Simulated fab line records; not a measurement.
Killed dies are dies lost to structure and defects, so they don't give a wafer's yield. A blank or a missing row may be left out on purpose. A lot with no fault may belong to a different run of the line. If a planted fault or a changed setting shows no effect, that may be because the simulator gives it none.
Which of the tools did it?	flow n5_finfet	12 lots, 34 wafers sampled, at 4 steps of a route of 1938

== WHAT EACH GAUGE READ, for each wafer ==
N5_BEOL_M7_CD_MEAS_18: pitch 80 nm, target cd 40 nm.
lot	measured	on	cd_nm (nm)
L986	day 9 00:02	cd_sem-01	40.5 40.9 40.6
L987	day 9 16:38	cd_sem-02	40.0 40.0 40.3
L989	day 9 19:02	cd_sem-01	39.4 39.9 39.6
L988	day 9 21:25	cd_sem-01	40.7 39.9 40.0
L991	day 10 12:05	cd_sem-01	38.9 39.7 39.4
L992	day 10 12:06	cd_sem-03	40.3 40.5 40.2
L994	day 10 23:52	cd_sem-01	39.3 40.2 39.3
L996	day 11 09:08	cd_sem-03	40.4 40.1 40.4
L997	day 12 03:59	cd_sem-02	39.7 39.6
L999	day 12 20:57	cd_sem-03	38.5 39.7 38.8
L101	day 13 02:04	cd_sem-01	39.0 39.6
L106	day 14 18:56	cd_sem-02	40.5 40.4 40.5

N5_BEOL_M7_CD_MEAS_28: the cd target is 40 nm.
lot	measured	on	cd_nm (nm)
L986	day 9 00:25	cd_sem-03	39.81 40.24 40.26
L987	day 9 17:04	cd_sem-01	40.02 39.89 40.07
L989	day 9 19:20	cd_sem-03	39.95 39.79 39.77
L988	day 9 23:26	cd_sem-02	39.78 39.89 39.77
L991	day 10 13:20	cd_sem-02	40.02 39.84 39.95
L992	day 10 13:31	cd_sem-02	40.05 39.82 39.97
L994	day 11 01:13	cd_sem-01	40.22 39.77 40.11
L996	day 11 10:08	cd_sem-02	40.01 39.70 39.81
L997	day 12 08:07	cd_sem-01	39.87 39.74
L999	day 12 22:34	cd_sem-01	40.00 40.13 40.04
L101	day 13 03:08	cd_sem-02	39.98 40.07
L106	day 14 19:51	cd_sem-02	39.74 40.06 40.19

N5_BEOL_M7_OCD_MEAS_38.
lot	measured	on	trench_depth_nm (nm)
L986	day 9 00:58	ocd-01	95.8 95.0 96.1
L987	day 9 17:37	ocd-02	92.3 89.7 90.9
L989	day 9 19:53	ocd-02	94.2 92.4 94.4
L988	day 10 00:14	ocd-02	92.8 92.0 94.7
L991	day 10 14:25	ocd-01	94.6 92.3 94.3
L992	day 10 14:28	ocd-01	95.2 93.3 92.8
L994	day 11 02:04	ocd-02	94.7 92.5 93.5
L996	day 11 10:41	ocd-01	92.9 92.5 92.6
L997	day 12 08:53	ocd-01	91.2 94.9
L999	day 12 23:29	ocd-02	91.4 92.6 94.1
L101	day 13 03:41	ocd-02	92.7 91.9
L106	day 14 20:41	ocd-02	93.5 93.1 91.8

== WHICH TOOL RAN EACH LOT (tool, then ch and the chambers of the sampled wafers, then the start) ==
lot	N5_BEOL_M7_ETCH_65
L986	rie_diel-05 ch 1,3, day 9 00:35
L987	rie_diel-03 ch 0,2, day 9 17:14
L989	rie_diel-05 ch 0,2,3, day 9 19:31
L988	rie_diel-05 ch 0,2,3, day 9 23:51
L991	rie_diel-05 ch 0,1,3, day 10 14:02
L992	rie_diel-04 ch 0,2,3, day 10 14:05
L994	rie_diel-05 ch 0,1,2, day 11 01:41
L996	rie_diel-04 ch 2,3, day 11 10:18
L997	rie_diel-03 ch 2,3, day 12 08:30
L999	rie_diel-05 ch 0,2, day 12 23:06
L101	rie_diel-05 ch 1,2, day 13 03:18
L106	rie_diel-05 ch 0,1,2, day 14 20:19
- N5_BEOL_M7_ETCH_65: etches SiARC in CF4, target depth 15.6 nm, time 26 s.

== AS READ BY THE TOOLS THEMSELVES (means over the sampled wafers that have a number; for cases with no such wafer, the mark the record gives instead) ==
N5_BEOL_M7_ETCH_65.
lot	tool	drypump_motor_current_A (A)	etch_rf_on_time_s (s)	oes_product_au (a.u.)	rf_vpp_V (V)	showerhead_plenum_p_Torr (Torr)	throttle_valve_pct (%)
L986	rie_diel-05	5.4	25.7	0.67	184.0	2.11	15.54
L987	rie_diel-03	5.9	26.9	0.60	184.7	2.16	15.91
L989	rie_diel-05	5.8	26.3	0.70	183.8	2.13	15.51
L988	rie_diel-05	5.8	25.9	0.69	183.3	2.13	15.51
L991	rie_diel-05	5.7	25.9	0.69	183.7	2.09	15.40
L992	rie_diel-04	5.6	25.7	0.69	184.5	2.13	15.48
L994	rie_diel-05	5.8	26.0	0.67	183.0	2.09	15.42
L996	rie_diel-04	5.2	25.5	0.68	184.3	2.19	15.31
L997	rie_diel-03	5.8	26.5	0.66	183.6	2.10	15.61
L999	rie_diel-05	6.0	26.1	0.70	183.8	2.10	15.39
L101	rie_diel-05	5.7	22.0	0.70	182.8	2.08	15.61
L106	rie_diel-05	5.8	23.4	0.70	182.8	2.08	15.51

== THE ANSWER, worked out from the rows above alone ==
Rule: usual is defined by the lots themselves. Put in order of their means at a reading, lots are off if they are a third of the lots or fewer, leave a main group of 4 or more, and stand apart from it by a gap of 3 or more times the standard deviation of the main group's means; of several such gaps the widest counts. If all means in a main group match to the digits the tables above print for the reading, that group is not used. Also off: a lot with no number at a reading for which 4 or more lots have one. Any other lot the step has rows for is counted as sound. First the gauges in route order, then the tools' own readings, where a lot's mean is used as printed above. At the first step where some lot is off, the reading lying furthest off is the one used; lots without a number count as furthest.
Off, at N5_BEOL_M7_ETCH_65 on etch_rf_on_time_s: L101, L106. Mean 26.1 s and standard deviation 0.4 in the main group.
A tool fits if, at that step or a process step before it, it ran every lot that is off, and no sound lot after the first of them. One candidate fits, namely rie_diel-05 at N5_BEOL_M7_ETCH_65. Its last sound lot is L999 (day 12 23:06), its first lot that is off L101 (day 13 03:18): a fault that began between those two fits.
The tool's own readings at N5_BEOL_M7_ETCH_65 bear it out: on the lots that are off they differ by more than 5 times the standard deviation of the sound lots' means. etch_rf_on_time_s reads 22.7 s there against 26.1 s on the sound lots.

== WHAT HAD BEEN PUT IN BY THE SIMULATOR ==
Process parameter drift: rie_diel-05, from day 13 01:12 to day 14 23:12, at N5_BEOL_M7_ETCH_65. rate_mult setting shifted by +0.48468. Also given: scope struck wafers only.
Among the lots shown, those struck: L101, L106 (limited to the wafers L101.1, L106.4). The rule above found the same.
